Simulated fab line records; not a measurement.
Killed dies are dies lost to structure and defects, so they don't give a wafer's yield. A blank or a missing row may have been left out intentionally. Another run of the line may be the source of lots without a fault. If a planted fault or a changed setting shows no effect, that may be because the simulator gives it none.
Chamber matching :: flow nand_harc :: rie_diel-06 running NHARC_A_BONDPAD_ETCH_34: 4 sister chambers
The step etches the open film in N2/H2, target depth 60 nm, overetch 18 nm, time 65.91 s. 4 wafers are shown with their chamber, then 12 later ones without.

## WAFERS, EACH WITH ITS CHAMBER
wafer: L081.6
chamber: 3
showerhead_plenum_p_Torr (Torr): 2.08

wafer: L084.6
chamber: 2
showerhead_plenum_p_Torr (Torr): 1.90

wafer: L085.2
chamber: 1
showerhead_plenum_p_Torr (Torr): 1.98

wafer: L085.5
chamber: 0
showerhead_plenum_p_Torr (Torr): 1.96

## WAFERS MISSING THEIR CHAMBER
wafer: L086.2
showerhead_plenum_p_Torr (Torr): 1.97

wafer: L086.4
showerhead_plenum_p_Torr (Torr): 2.08

wafer: L086.6
showerhead_plenum_p_Torr (Torr): 1.90

wafer: L088.2
showerhead_plenum_p_Torr (Torr): 2.08

wafer: L088.4
showerhead_plenum_p_Torr (Torr): 1.90

wafer: L088.5
showerhead_plenum_p_Torr (Torr): 2.08

wafer: L095.1
showerhead_plenum_p_Torr (Torr): 1.98

wafer: L095.3
showerhead_plenum_p_Torr (Torr): 1.96

wafer: L095.5
showerhead_plenum_p_Torr (Torr): 1.96

wafer: L097.1
showerhead_plenum_p_Torr (Torr): 2.08

wafer: L097.4
showerhead_plenum_p_Torr (Torr): 1.96

wafer: L097.5
showerhead_plenum_p_Torr (Torr): 1.96

## CHAMBER TAKEN BY EACH
wafer: L086.2
from the rows above: can't be placed: 0 or 1
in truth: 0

wafer: L086.4
from the rows above: 3
in truth: 3

wafer: L086.6
from the rows above: 2
in truth: 2

wafer: L088.2
from the rows above: 3
in truth: 3

wafer: L088.4
from the rows above: 2
in truth: 2

wafer: L088.5
from the rows above: 3
in truth: 3

wafer: L095.1
from the rows above: 1
in truth: 1

wafer: L095.3
from the rows above: 0
in truth: 0

wafer: L095.5
from the rows above: 0
in truth: 0

wafer: L097.1
from the rows above: 3
in truth: 3

wafer: L097.4
from the rows above: 0
in truth: 0

wafer: L097.5
from the rows above: 0
in truth: 0
Correctly placed: 11 of 12. Unplaceable from these rows: 1, with the true chamber sitting among the candidates in 1. Placed wrongly: 0.
How it was worked out, from the rows above alone: a wafer's distance from a chamber is the root of the sum, over the readings, of the square of ((its reading less the chamber's mean) divided by the reading's scatter). If the next closest chamber is less than 2 further off than the closest, the wafer can't be placed; otherwise it belongs to the closest. Each chamber's mean is taken over the wafers shown for it. The scatter: root of mean squared gap, hidden wafer to nearest shown wafer, with one shown wafer a chamber.
